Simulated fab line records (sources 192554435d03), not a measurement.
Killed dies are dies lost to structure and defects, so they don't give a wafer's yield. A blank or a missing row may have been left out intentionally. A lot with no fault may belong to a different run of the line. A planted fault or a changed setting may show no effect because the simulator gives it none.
Which tool is to blame? || flow n5-finfet || Sampling: 22 lots, 66 wafers, 2 of 1938 route steps

== WHAT THE GAUGES READ, wafer by wafer ==
N5_SDB_CD_MEAS_11: target cd 50 nm. Usual: cd-nm 49.9 nm, standard deviation 1.1.
{"lot": "L074", "measured": "day 3 16:09", "on": "cd-sem-03", "cd-nm (nm)": "48.7 49.7 50.4", "flag": ""}
{"lot": "L075", "measured": "day 3 23:32", "on": "cd-sem-03", "cd-nm (nm)": "52.0 51.9 51.0", "flag": ""}
{"lot": "L076", "measured": "day 4 04:31", "on": "cd-sem-02", "cd-nm (nm)": "49.9 49.6 50.3", "flag": ""}
{"lot": "L077", "measured": "day 4 10:24", "on": "cd-sem-01", "cd-nm (nm)": "50.0 50.6 50.5", "flag": ""}
{"lot": "L078", "measured": "day 4 17:27", "on": "cd-sem-02", "cd-nm (nm)": "51.3 49.7 52.0", "flag": ""}
{"lot": "L079", "measured": "day 4 22:53", "on": "cd-sem-01", "cd-nm (nm)": "48.8 49.6 49.5", "flag": ""}
{"lot": "L080", "measured": "day 5 06:13", "on": "cd-sem-02", "cd-nm (nm)": "51.2 49.1 50.0", "flag": ""}
{"lot": "L081", "measured": "day 5 12:34", "on": "cd-sem-02", "cd-nm (nm)": "52.4 50.7 51.3", "flag": ""}
{"lot": "L082", "measured": "day 5 21:28", "on": "cd-sem-03", "cd-nm (nm)": "47.4 48.1 47.5", "flag": ""}
{"lot": "L083", "measured": "day 6 01:39", "on": "cd-sem-01", "cd-nm (nm)": "48.5 49.2 49.7", "flag": ""}
{"lot": "L085", "measured": "day 6 13:26", "on": "cd-sem-01", "cd-nm (nm)": "50.5 50.6 51.8", "flag": ""}
{"lot": "L087", "measured": "day 7 00:11", "on": "cd-sem-01", "cd-nm (nm)": "49.1 47.7 48.3", "flag": ""}
{"lot": "L088", "measured": "day 7 05:08", "on": "cd-sem-01", "cd-nm (nm)": "49.7 51.0 50.1", "flag": ""}
{"lot": "L089", "measured": "day 7 12:08", "on": "cd-sem-01", "cd-nm (nm)": "49.5 48.9 48.4", "flag": ""}
{"lot": "L090", "measured": "day 7 16:40", "on": "cd-sem-02", "cd-nm (nm)": "50.3 48.9 49.9", "flag": ""}
{"lot": "L091", "measured": "day 7 23:04", "on": "cd-sem-03", "cd-nm (nm)": "49.1 50.7 49.5", "flag": ""}
{"lot": "L092", "measured": "day 8 05:13", "on": "cd-sem-02", "cd-nm (nm)": "50.2 49.9 50.7", "flag": ""}
{"lot": "L093", "measured": "day 8 12:23", "on": "cd-sem-01", "cd-nm (nm)": "49.7 48.8 49.2", "flag": ""}
{"lot": "L094", "measured": "day 8 16:50", "on": "cd-sem-01", "cd-nm (nm)": "50.3 51.1 49.9", "flag": ""}
{"lot": "L095", "measured": "day 9 04:13", "on": "cd-sem-02", "cd-nm (nm)": "49.1 49.4 50.1", "flag": ""}
{"lot": "L096", "measured": "day 9 10:58", "on": "cd-sem-03", "cd-nm (nm)": "51.0 50.9 50.1", "flag": ""}
{"lot": "L097", "measured": "day 9 17:18", "on": "cd-sem-02", "cd-nm (nm)": "52.1 51.0 51.2", "flag": ""}

== EACH LOT AND THE TOOL THAT RAN IT (in order: tool; ch and the chambers of the sampled wafers; start) ==
{"lot": "L074", "N5_SD_EPI_N_VAPOR_ETCH_50": "epi-rpcvd-03 ch 0, day 3 02:05"}
{"lot": "L075", "N5_SD_EPI_N_VAPOR_ETCH_50": "epi-rpcvd-02 ch 0, day 3 09:29"}
{"lot": "L076", "N5_SD_EPI_N_VAPOR_ETCH_50": "epi-rpcvd-04 ch 0, day 3 13:22"}
{"lot": "L077", "N5_SD_EPI_N_VAPOR_ETCH_50": "epi-rpcvd-02 ch 0, day 3 19:37"}
{"lot": "L078", "N5_SD_EPI_N_VAPOR_ETCH_50": "epi-rpcvd-02 ch 0, day 4 01:11"}
{"lot": "L079", "N5_SD_EPI_N_VAPOR_ETCH_50": "epi-rpcvd-02 ch 0, day 4 07:19"}
{"lot": "L080", "N5_SD_EPI_N_VAPOR_ETCH_50": "epi-rpcvd-02 ch 0, day 4 15:10"}
{"lot": "L081", "N5_SD_EPI_N_VAPOR_ETCH_50": "epi-rpcvd-02 ch 0, day 4 22:00"}
{"lot": "L082", "N5_SD_EPI_N_VAPOR_ETCH_50": "epi-rpcvd-02 ch 0, day 5 03:48"}
{"lot": "L083", "N5_SD_EPI_N_VAPOR_ETCH_50": "epi-rpcvd-04 ch 0, day 5 10:46"}
{"lot": "L085", "N5_SD_EPI_N_VAPOR_ETCH_50": "epi-rpcvd-03 ch 0, day 5 23:10"}
{"lot": "L087", "N5_SD_EPI_N_VAPOR_ETCH_50": "epi-rpcvd-02 ch 0, day 6 09:59"}
{"lot": "L088", "N5_SD_EPI_N_VAPOR_ETCH_50": "epi-rpcvd-03 ch 0, day 6 13:32"}
{"lot": "L089", "N5_SD_EPI_N_VAPOR_ETCH_50": "epi-rpcvd-02 ch 0, day 6 21:14"}
{"lot": "L090", "N5_SD_EPI_N_VAPOR_ETCH_50": "epi-rpcvd-02 ch 0, day 7 02:12"}
{"lot": "L091", "N5_SD_EPI_N_VAPOR_ETCH_50": "epi-rpcvd-04 ch 0, day 7 08:16"}
{"lot": "L092", "N5_SD_EPI_N_VAPOR_ETCH_50": "epi-rpcvd-04 ch 0, day 7 14:32"}
{"lot": "L093", "N5_SD_EPI_N_VAPOR_ETCH_50": "epi-rpcvd-03 ch 0, day 7 21:25"}
{"lot": "L094", "N5_SD_EPI_N_VAPOR_ETCH_50": "epi-rpcvd-02 ch 0, day 8 01:34"}
{"lot": "L095", "N5_SD_EPI_N_VAPOR_ETCH_50": "epi-rpcvd-02 ch 0, day 8 13:04"}
{"lot": "L096", "N5_SD_EPI_N_VAPOR_ETCH_50": "epi-rpcvd-02 ch 0, day 8 19:28"}
{"lot": "L097", "N5_SD_EPI_N_VAPOR_ETCH_50": "epi-rpcvd-02 ch 0, day 9 01:24"}
- N5_SD_EPI_N_VAPOR_ETCH_50: etches Si in HCl, time 54 s.

== AS READ BY THE TOOLS THEMSELVES (means over the sampled wafers that have a number; for cases with no such wafer, the mark the record gives instead) ==
N5_SD_EPI_N_VAPOR_ETCH_50. Usual: throttle-valve-pct 11.80 %, standard deviation 0.25.
{"lot": "L074", "tool": "epi-rpcvd-03", "throttle-valve-pct (%)": 12.09, "flag": ""}
{"lot": "L075", "tool": "epi-rpcvd-02", "throttle-valve-pct (%)": 11.77, "flag": ""}
{"lot": "L076", "tool": "epi-rpcvd-04", "throttle-valve-pct (%)": 11.51, "flag": ""}
{"lot": "L077", "tool": "epi-rpcvd-02", "throttle-valve-pct (%)": 11.78, "flag": ""}
{"lot": "L078", "tool": "epi-rpcvd-02", "throttle-valve-pct (%)": 11.94, "flag": ""}
{"lot": "L079", "tool": "epi-rpcvd-02", "throttle-valve-pct (%)": 11.76, "flag": ""}
{"lot": "L080", "tool": "epi-rpcvd-02", "throttle-valve-pct (%)": 11.74, "flag": ""}
{"lot": "L081", "tool": "epi-rpcvd-02", "throttle-valve-pct (%)": 11.70, "flag": ""}
{"lot": "L082", "tool": "epi-rpcvd-02", "throttle-valve-pct (%)": 11.92, "flag": ""}
{"lot": "L083", "tool": "epi-rpcvd-04", "throttle-valve-pct (%)": 11.39, "flag": ""}
{"lot": "L085", "tool": "epi-rpcvd-03", "throttle-valve-pct (%)": 11.94, "flag": ""}
{"lot": "L087", "tool": "epi-rpcvd-02", "throttle-valve-pct (%)": 11.94, "flag": ""}
{"lot": "L088", "tool": "epi-rpcvd-03", "throttle-valve-pct (%)": 12.12, "flag": ""}
{"lot": "L089", "tool": "epi-rpcvd-02", "throttle-valve-pct (%)": 11.83, "flag": ""}
{"lot": "L090", "tool": "epi-rpcvd-02", "throttle-valve-pct (%)": 11.93, "flag": ""}
{"lot": "L091", "tool": "epi-rpcvd-04", "throttle-valve-pct (%)": 11.36, "flag": ""}
{"lot": "L092", "tool": "epi-rpcvd-04", "throttle-valve-pct (%)": 11.41, "flag": ""}
{"lot": "L093", "tool": "epi-rpcvd-03", "throttle-valve-pct (%)": 11.92, "flag": ""}
{"lot": "L094", "tool": "epi-rpcvd-02", "throttle-valve-pct (%)": 11.81, "flag": ""}
{"lot": "L095", "tool": "epi-rpcvd-02", "throttle-valve-pct (%)": 11.94, "flag": ""}
{"lot": "L096", "tool": "epi-rpcvd-02", "throttle-valve-pct (%)": 11.78, "flag": ""}
{"lot": "L097", "tool": "epi-rpcvd-02", "throttle-valve-pct (%)": 11.95, "flag": ""}

== THE ANSWER, worked out from the rows above alone ==
Rule: a lot is off if the mean of its wafers that have a number lies more than 3 standard deviations from the usual mean. A lot without any number at a reading at which 4 lots or more have one is off too. Any other lot the step has rows for is counted as sound. First the gauges in route order, then the tools' own readings, where a lot's mean is used as printed above. At the first step where some lot is off, the reading lying furthest off is the one used; lots without a number count as furthest.
None of the lots is off at any reading shown; this tells nothing.

== WHAT THE SIMULATOR HAD PUT IN ==
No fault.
